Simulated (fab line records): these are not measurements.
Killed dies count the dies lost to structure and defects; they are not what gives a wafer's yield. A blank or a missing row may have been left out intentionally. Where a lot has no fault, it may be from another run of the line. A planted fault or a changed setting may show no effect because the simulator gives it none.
Matching of chambers | flow n5 finfet | N5_BEOL_M2_ILD_DEP_00 on pecvd-02 has 3 sister chambers
The step deposits SiOC from DEMS/O2, target thk 79 nm, time 15.3 s. 14 wafers are shown with their chamber, then 7 later ones without.

== WAFERS PAIRED WITH THEIR CHAMBERS ==
wafer  | chamber | throttle valve pct (%) | showerhead plenum p Torr (Torr) | heater power w (W)
L400.2 | 0       | 11.8                   | 5.739                           | 491
L400.3 | 1       | 12.2                   | 5.693                           | 384
L400.4 | 2       | 11.2                   | 5.687                           | 359
L402.1 | 0       | 11.7                   | 5.732                           | 521
L402.3 | 2       | 11.5                   | 5.696                           | 408
L402.4 | 2       | 11.4                   | 5.680                           | 407
L406.1 | 1       | 12.2                   | 5.693                           | 428
L406.2 | 0       | 11.6                   | 5.724                           | 571
L406.4 | 2       | 11.2                   | 5.696                           | 339
L414.1 | 0       | 11.7                   | 5.725                           | 567
L414.2 | 1       | 12.1                   | 5.688                           | 403
L414.5 | 0       | 11.5                   | 5.731                           | 575
L413.2 | 1       | 12.2                   | 5.703                           | 434
L413.4 | 0       | 11.5                   | 5.724                           | 478

SIGNATURES (averages over the wafers above)
reading                  | chamber 0 | chamber 1 | chamber 2 | scatter within a chamber
throttle valve pct       | 11.633    | 12.175    | 11.325    | 0.116
showerhead plenum p Torr | 5.72917   | 5.69425   | 5.68975   | 0.00659
heater power w           | 533.83    | 412.25    | 378.25    | 36.3
Rule: for each reading, subtract the chamber's mean from the wafer's reading, divide by that reading's scatter and square the result; add these up over the readings and take the root, which gives the wafer's distance from the chamber. The wafer belongs to the nearest chamber; if the next one is less than 2 further off, it can't be placed. The scatter: take each reading less its chamber's mean, square it, sum over the shown wafers, divide by the number of wafers less the number of chambers, and take the root.

== WAFERS WITH NO CHAMBER GIVEN ==
wafer  | throttle valve pct (%) | showerhead plenum p Torr (Torr) | heater power w (W)
L413.6 | 11.8                   | 5.723                           | 506
L421.1 | 12.1                   | 5.703                           | 453
L421.3 | 11.8                   | 5.722                           | 518
L421.4 | 11.7                   | 5.715                           | 333
L423.1 | 11.7                   | 5.683                           | 335
L423.4 | 11.9                   | 5.728                           | 577
L423.5 | 11.7                   | 5.694                           | 340

== WHICH CHAMBER EACH ONE RAN IN ==
wafer  | from the rows above          | in truth
L413.6 | 0                            | 0
L421.1 | 1                            | 1
L421.3 | 0                            | 0
L421.4 | can't be placed: 2 or 1 or 0 | 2
L423.1 | can't be placed: 2 or 1      | 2
L423.4 | 0                            | 0
L423.5 | can't be placed: 2 or 1      | 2
Placed correctly: 4 of 7. Unplaceable from these rows: 3, with the true chamber sitting among the candidates in 3. 0 placed wrongly.
